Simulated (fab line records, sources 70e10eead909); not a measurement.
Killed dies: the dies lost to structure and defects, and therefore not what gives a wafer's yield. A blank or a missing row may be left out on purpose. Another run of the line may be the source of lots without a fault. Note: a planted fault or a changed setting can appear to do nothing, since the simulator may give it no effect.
Struck lot and sound lot, side by side ; flow nand-harc ; 13 out of 1302 route steps
Sound: wafers L186.2, L186.5, L186.6. Wafers L191.1, L191.2, L191.3 were the ones struck. The cause is given at the end.
Per side, at each step with rows, come the tool, then ch with its chambers, and then its first start. Under that, the readings that differ: sound wafers ; struck wafers ; difference of the means ; sigmas: that difference in standard deviations of wafers without a fault.
alike: same words and numbers on both sides, and readings whose means sit less than 2 such deviations apart. not compared: any withheld reading, any reading some wafer has no value for, any bound like >300 that may hide the same value, and any number with overlapping values for which the record gives no deviation.
Wherever a step has rows on one side only, a row that says differs or no value, or a row with sigmas, the two part there. Numbers that don't overlap but have no deviation are shown without sigmas and don't part them. A reading that every wafer of one side lacks parts them only if that side has two wafers or more.

NHARC_P_CONTACT_DEP_00: deposits SiO2, target thk 500 nm.
  sound: pecvd-04 ch 0,1; struck: pecvd-04 ch 0,1,2
  alike: heater-power-w, mfc-precursor-sccm, throttle-valve-pct
NHARC_P_CONTACT_CMP_01: polishes SiO2, target thk 200 nm.
  sound on cmp-04 ch 0,1, day 9 13:40; struck on cmp-02 ch 1,2,3, day 11 21:18
  alike: motor-current-A, slurry-flow-ml-min
then, 9 steps without rows for these wafers: NHARC_P_CONTACT_SRD_03; NHARC_P_CONTACT_DEHYDRATE_04 (time 120 s); NHARC_P_CONTACT_HMDS_05 (time 30 s); NHARC_P_CONTACT_COAT_33 (time 75 s); NHARC_P_CONTACT_COAT_34 (time 65 s); NHARC_P_CONTACT_COAT_06 (resist thk 90 nm); NHARC_P_CONTACT_SOFTBAKE_07 (time 55 s); NHARC_P_CONTACT_EBR_08; NHARC_P_CONTACT_EXPOSE_09 (exposes mask P CA, target cd 90 nm).
NHARC_P_CONTACT_PEB_10: peb time 65 s.
  struck on litho-track-01, day 11 22:03; sound on litho-track-01 ch 0, day 9 14:25
  no value came back on the struck wafers for chill-plate-temp-C (C), exhaust-pa (Pa); on the sound wafers chill-plate-temp-C (C) reads 22.84 22.74 22.76
then, 1 step without rows for these wafers: NHARC_P_CONTACT_DEVELOP_11 (develop time 35 s).

== WHERE THEY PART ==
Only at NHARC_P_CONTACT_PEB_10, as far as this record shows.

WHY: the cause the simulator had injected
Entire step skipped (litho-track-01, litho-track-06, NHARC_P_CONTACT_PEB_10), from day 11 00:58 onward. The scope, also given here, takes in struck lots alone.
